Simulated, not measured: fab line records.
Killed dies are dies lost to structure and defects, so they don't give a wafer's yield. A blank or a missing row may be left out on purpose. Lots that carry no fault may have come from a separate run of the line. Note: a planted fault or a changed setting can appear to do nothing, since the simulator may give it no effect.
fab line records | flow n5Finfet | part 2 of 2: steps 5 to 6 of 6
record lots=21 wafers=63 lastDay=18
route steps=1938 shown BEOL_M10@1473
lots untouched by any fault: they come from a run of this same line in which no faults occurred
startH: hours from the record's first day to the start of the lot's first wafer shown | waitH: hours since the lot's step before | " identical to the entry in the row above | L1.1+2: several wafers, shown together as one row | - no value, or no start given | * or withheld: withheld | < > ~ a bound
route shown NAME@n: names a module that has steps shown in the file, with the first one's number in the route | usual: mean and standard deviation over wafers with no fault | same: alike in all rows | chamber/n: place in a boat | sites: each site's reading | _std_site: standard deviation of those values | _edge_site: the outer-site mean with the inner-site mean subtracted | radiusMm: how far each site lies from the wafer's centre | mask NAME#n: copy n | behind: the last tool/chamber to shape the wafer | hold: why the lot was held/for how many hours/how that ended | device: the transistor (n, p or np) that didn't switch | end of line: tests of these same wafers at the route's end | a step without rows: its recipe alone | killed: not the wafer's yield, but the dies lost to structure and defects at the first sort | map: a wafer's dies, x killed, . not, _ none there
set.NAME: setting as actually run; set.NAME@STEP: the setting as run at that earlier step | model.NAME: the simulator's own value behind a step, which no gauge read
steps of the route over a sample of lots; a table a step, a row a wafer
services: from which hour (startH, from the record's first day; less than 0 if before it) a tool's chamber was out of use, for how many hours, and why
## steps
# step N5_BEOL_M10_STRIP_36
# recipe chemistry=N2/H2 powerW=450 tempC=40 pressureMtorr=20 rfFrequencyHz=6e+07 overashFraction=0.3 biasPowerW=7 h2Frac=0.5 n2FlowSccm=200 h2FlowSccm=200
# usual biasPowerW=7.002/0.022 drypumpMotorCurrentA=5.7/0.32 oesProductAu=0.80/0.068 rfVppV=59.3/1.9 showerheadPlenumPTorr=2.54/0.099 throttleValvePct=23.6/0.39
# columns lot.wafer tool chamber startH waitH biasPowerW drypumpMotorCurrentA oesProductAu rfHoursCounterH rfVppV showerheadPlenumPTorr throttleValvePct
L074.3 rieDiel-02 1 225.54 0.0 7.008 5.6 0.90 32 58.6 2.71 23.3
L074.5 " 2 " " 6.986 5.4 0.89 - 57.0 2.50 23.2
L074.6 " 3 " " 7.003 6.1 0.69 - 59.0 2.50 23.0
L075.1 rieDiel-06 3 227.11 0.0 7.009 5.3 0.83 81 59.5 2.46 24.0
L075.3 " 0 " " 7.014 5.7 0.72 178 59.1 2.41 24.0
L075.5 " 1 " " 7.019 6.0 0.86 - 60.3 2.68 23.3
L076.2 rieDiel-06 1 242.12 0.0 6.977 6.0 0.87 71 60.8 2.68 23.4
L076.4 " 0 " " 6.976 5.7 0.73 183 58.8 2.41 24.1
L076.5 " 0 " " 6.973 5.7 0.71 - 58.4 2.41 24.1
L078.4 rieDiel-02 1 248.04 0.0 7.049 5.6 0.89 41 56.6 2.71 23.3
L078.5 " 2 " " 7.030 5.3 0.86 - 59.2 2.50 23.3
L078.6 " 3 " " 7.014 6.1 0.69 - 56.9 2.50 23.0
L079.4 rieDiel-06 2 254.10 0.0 7.014 5.1 0.85 59 55.5 2.55 23.5
L079.5 " 0 " " 7.028 5.7 0.72 - 62.0 2.41 24.1
L079.6 " 1 " " 6.996 6.0 0.86 - 59.4 2.68 23.4
L081.2 rieDiel-02 1 263.55 0.0 7.012 5.6 0.88 45 61.2 2.71 23.3
L081.3 " 0 " " 6.982 6.0 0.82 103 59.8 2.58 23.8
L081.5 " 1 " " 7.013 5.6 0.90 - 57.8 2.71 23.3
L080.2 rieDiel-02 2 264.02 0.0 7.003 5.3 0.87 49 58.9 2.50 23.3
L080.3 " 3 " " 6.992 6.1 0.70 217 60.6 2.49 23.0
L080.6 " 2 " " 7.008 5.3 0.86 - 55.0 2.50 23.3
L082.2 rieDiel-01 0 271.10 0.0 7.003 5.7 0.79 86 57.9 2.49 24.0
L082.3 " 2 " " 6.998 5.9 0.73 163 60.7 2.42 23.7
L082.4 " 1 " " 7.049 5.5 0.88 38 60.1 2.63 24.1
L084.1 rieDiel-02 0 295.34 0.0 6.991 6.0 0.82 114 59.4 2.58 23.9
L084.2 " 2 " " 7.036 5.4 0.85 59 60.5 2.49 23.3
L084.3 " 1 " " 6.993 5.6 0.87 56 60.1 2.70 23.3
L086.1 rieDiel-01 3 302.69 0.0 6.988 5.5 0.89 38 61.0 2.69 23.0
L086.5 " 3 " " 7.000 5.5 0.89 - 60.1 2.69 23.0
L086.6 " 2 " " 7.005 5.8 0.73 - 58.2 2.42 23.8
L087.1 rieDiel-06 2 317.32 0.0 7.019 5.2 0.81 82 59.4 2.54 23.6
L087.2 " 3 " " 7.001 5.3 0.80 114 61.3 2.44 24.1
L087.3 " 1 " " 7.019 6.0 0.84 95 60.3 2.67 23.4
L088.2 rieDiel-06 3 324.08 0.0 6.979 5.3 0.79 116 57.3 2.44 24.0
L088.3 " 2 " " 6.998 5.2 0.82 84 56.2 2.54 23.6
L088.6 " 0 " " 6.978 5.7 0.70 - 58.6 2.40 24.1
L089.1 rieDiel-02 1 327.71 0.0 7.054 5.5 0.85 66 61.2 2.70 23.3
L089.2 " 2 " " 6.976 5.4 0.84 70 59.7 2.49 23.3
L089.5 " 1 " " 7.013 5.6 0.84 - 60.1 2.70 23.3
L090.3 rieDiel-06 1 337.43 0.0 7.038 6.0 0.84 101 62.3 2.67 23.4
L090.5 " 1 " " 6.997 6.0 0.83 - 58.9 2.67 23.4
L090.6 " 2 " " 6.980 5.1 0.81 - 63.2 2.54 23.6
L093.1 rieDiel-06 1 346.19 0.0 7.007 6.0 0.82 104 60.7 2.66 23.4
L093.3 " 3 " " 6.973 5.3 0.78 124 55.3 2.44 24.1
L093.4 " 2 " " 7.023 5.1 0.82 - 60.2 2.54 23.6
L091.1 rieDiel-02 2 349.23 0.0 7.001 5.3 0.83 78 60.1 2.49 23.3
L091.3 " 0 " " 6.975 6.0 0.79 130 61.0 2.57 23.9
L091.5 " 3 " " 6.941 6.1 0.67 - 57.5 2.48 23.0
L092.3 rieDiel-06 1 351.59 0.0 7.021 6.0 0.83 107 58.0 2.66 23.4
L092.4 " 3 " " 6.967 5.3 0.78 128 59.8 2.44 24.1
L092.5 " 3 " " 6.984 5.3 0.78 - 58.0 2.44 24.1
L094.1 rieDiel-01 3 357.56 0.0 7.028 5.5 0.88 57 62.2 2.68 23.0
L094.4 " 0 " " 6.999 5.7 0.76 116 56.1 2.48 24.1
L094.5 " 0 " " 7.010 5.7 0.77 - 59.2 2.48 24.1
L095.2 rieDiel-06 1 365.50 0.0 7.006 6.0 0.83 112 58.5 2.66 23.4
L095.5 " 1 " " 6.992 6.0 0.81 - 56.7 2.66 23.4
L095.6 " 0 " " 7.023 5.7 0.70 - 56.2 2.40 24.1
L096.2 rieDiel-01 0 369.32 0.0 7.004 5.7 0.75 121 57.5 2.48 24.1
L096.3 " 3 " " 7.044 5.5 0.86 62 60.3 2.68 23.0
L096.5 " 3 " " 7.010 5.5 0.87 - 61.9 2.68 23.0
L097.3 rieDiel-02 3 369.49 0.0 7.016 6.1 0.67 251 57.7 2.48 23.1
L097.5 " 3 " " 7.021 6.1 0.68 - 59.1 2.48 23.1
L097.6 " 2 " " 7.029 5.4 0.82 - 57.1 2.48 23.3
# step N5_BEOL_M10_TRENCH_ETCH_37
# recipe chemistry=C4F6/O2 targetDepthA=1488.3 target=SiCOH_lowk timeS=48 ionEnergyEv=250 pressureMtorr=30 sourceW=345 biasW=185 Ar_flow_sccm=300 C4F6_flow_sccm=10 O2_flow_sccm=10
# usual drypumpMotorCurrentA=5.7/0.31 oesProductAu=0.80/0.068 rfVppV=665/16 showerheadPlenumPTorr=2.84/0.11 throttleValvePct=20.8/0.31
# columns lot.wafer tool chamber startH waitH drypumpMotorCurrentA oesProductAu rfHoursCounterH rfVppV showerheadPlenumPTorr throttleValvePct
L074.3 rieDiel-02 1 - - 5.6 0.89 32 653 3.02 20.6
L074.5 " 2 " " 5.4 0.87 - 660 2.75 20.4
L074.6 " 3 " " 6.1 0.70 - 663 2.79 20.6
L075.1 rieDiel-06 3 - - 5.3 0.82 81 698 2.80 21.4
L075.3 " 0 " " 5.7 0.72 178 636 2.70 21.2
L075.5 " 1 " " 6.0 0.87 - 660 3.02 20.7
L076.2 rieDiel-06 1 - - 6.0 0.87 71 659 3.02 20.7
L076.4 " 0 " " 5.7 0.71 183 637 2.70 21.2
L076.5 " 0 " " 5.7 0.71 - 637 2.70 21.2
L078.4 rieDiel-02 1 - - 5.6 0.88 41 652 3.02 20.6
L078.5 " 2 " " 5.4 0.87 - 661 2.74 20.4
L078.6 " 3 " " 6.1 0.70 - 663 2.79 20.6
L079.4 rieDiel-06 2 - - 5.1 0.85 59 683 2.87 20.8
L079.5 " 0 " " 5.7 0.71 - 638 2.69 21.2
L079.6 " 1 " " 6.0 0.85 - 659 3.02 20.7
L081.2 rieDiel-02 1 - - 5.5 0.88 45 652 3.01 20.6
L081.3 " 0 " " 6.0 0.82 104 682 2.85 20.9
L081.5 " 1 " " 5.6 0.87 - 653 3.01 20.6
L080.2 rieDiel-02 2 - - 5.4 0.85 49 660 2.74 20.4
L080.3 " 3 " " 6.1 0.69 217 664 2.79 20.7
L080.6 " 2 " " 5.4 0.85 - 660 2.74 20.4
L082.2 rieDiel-01 0 - - 5.7 0.82 86 662 2.77 21.0
L082.3 " 2 " " 5.9 0.73 163 651 2.75 20.9
L082.4 " 1 " " 5.5 0.90 38 665 2.86 20.5
L084.1 rieDiel-02 0 - - 6.0 0.81 114 681 2.85 21.0
L084.2 " 2 " " 5.4 0.84 59 659 2.74 20.4
L084.3 " 1 " " 5.6 0.86 56 653 3.01 20.7
L086.1 rieDiel-01 3 - - 5.5 0.91 39 664 3.01 20.5
L086.5 " 3 " " 5.5 0.92 - 666 3.01 20.5
L086.6 " 2 " " 5.8 0.72 - 651 2.75 20.9
L087.1 rieDiel-06 2 - - 5.2 0.83 82 682 2.86 20.9
L087.2 " 3 " " 5.3 0.79 114 699 2.79 21.5
L087.3 " 1 " " 6.0 0.83 95 659 3.01 20.8
L088.2 rieDiel-06 3 - - 5.3 0.79 116 698 2.78 21.5
L088.3 " 2 " " 5.2 0.82 84 682 2.86 20.9
L088.6 " 0 " " 5.7 0.69 - 636 2.68 21.2
L089.1 rieDiel-02 1 - - 5.6 0.84 66 651 3.00 20.7
L089.2 " 2 " " 5.4 0.82 70 662 2.73 20.4
L089.5 " 1 " " 5.5 0.84 - 654 3.00 20.7
L090.3 rieDiel-06 1 - - 6.0 0.83 101 658 3.00 20.8
L090.5 " 1 " " 5.9 0.84 - 658 3.00 20.8
L090.6 " 2 " " 5.1 0.82 - 683 2.86 20.9
L093.1 rieDiel-06 1 - - 6.0 0.83 104 657 3.00 20.8
L093.3 " 3 " " 5.3 0.80 124 698 2.78 21.5
L093.4 " 2 " " 5.1 0.82 - 682 2.85 20.9
L091.1 rieDiel-02 2 - - 5.3 0.82 78 663 2.73 20.4
L091.3 " 0 " " 5.9 0.79 130 680 2.84 21.0
L091.5 " 3 " " 6.1 0.67 - 663 2.77 20.7
L092.3 rieDiel-06 1 - - 6.0 0.82 107 659 3.00 20.8
L092.4 " 3 " " 5.3 0.78 128 698 2.78 21.5
L092.5 " 3 " " 5.3 0.78 - 698 2.78 21.5
L094.1 rieDiel-01 3 - - 5.5 0.88 57 665 3.00 20.5
L094.4 " 0 " " 5.7 0.79 116 662 2.76 21.1
L094.5 " 0 " " 5.7 0.79 - 661 2.75 21.1
L095.2 rieDiel-06 1 - - 6.0 0.80 113 659 3.00 20.8
L095.5 " 1 " " 6.0 0.81 - 659 3.00 20.8
L095.6 " 0 " " 5.7 0.69 - 637 2.68 21.3
L096.2 rieDiel-01 0 - - 5.7 0.78 121 662 2.75 21.1
L096.3 " 3 " " 5.5 0.87 62 667 3.00 20.5
L096.5 " 3 " " 5.5 0.87 - 667 3.00 20.5
L097.3 rieDiel-02 3 - - 6.1 0.67 251 664 2.77 20.7
L097.5 " 3 " " 6.1 0.67 - 664 2.77 20.7
L097.6 " 2 " " 5.4 0.81 - 662 2.73 20.4
## services
# columns tool chamber startH hours kind
pecvd-03 2 202.68 - clean
pecvd-03 2 202.68 - consumableReplace:showerhead
pecvd-03 2 202.68 29.0 scheduledDown
pecvd-03 2 202.68 29.0 ventCycle
pecvd-01 - 203.62 2.8 pm
rieDiel-02 2 227.14 8.3 repair
pecvd-04 - 242.81 2.6 repair
pecvd-01 - 251.47 0.4 repair
rieDiel-06 1 284.61 7.2 repair
pecvd-04 2 293.80 6.1 repair
rieDiel-06 0 306.58 3.3 repair
pecvd-03 - 313.31 0.3 repair
rieDiel-02 - 325.71 1.2 repair
rieDiel-02 0 334.02 2.4 repair
rieDiel-06 0 342.52 8.6 repair
pecvd-01 2 351.59 2.1 scheduledDown
pecvd-01 - 357.52 2.7 repair
rieDiel-02 1 365.64 5.6 repair
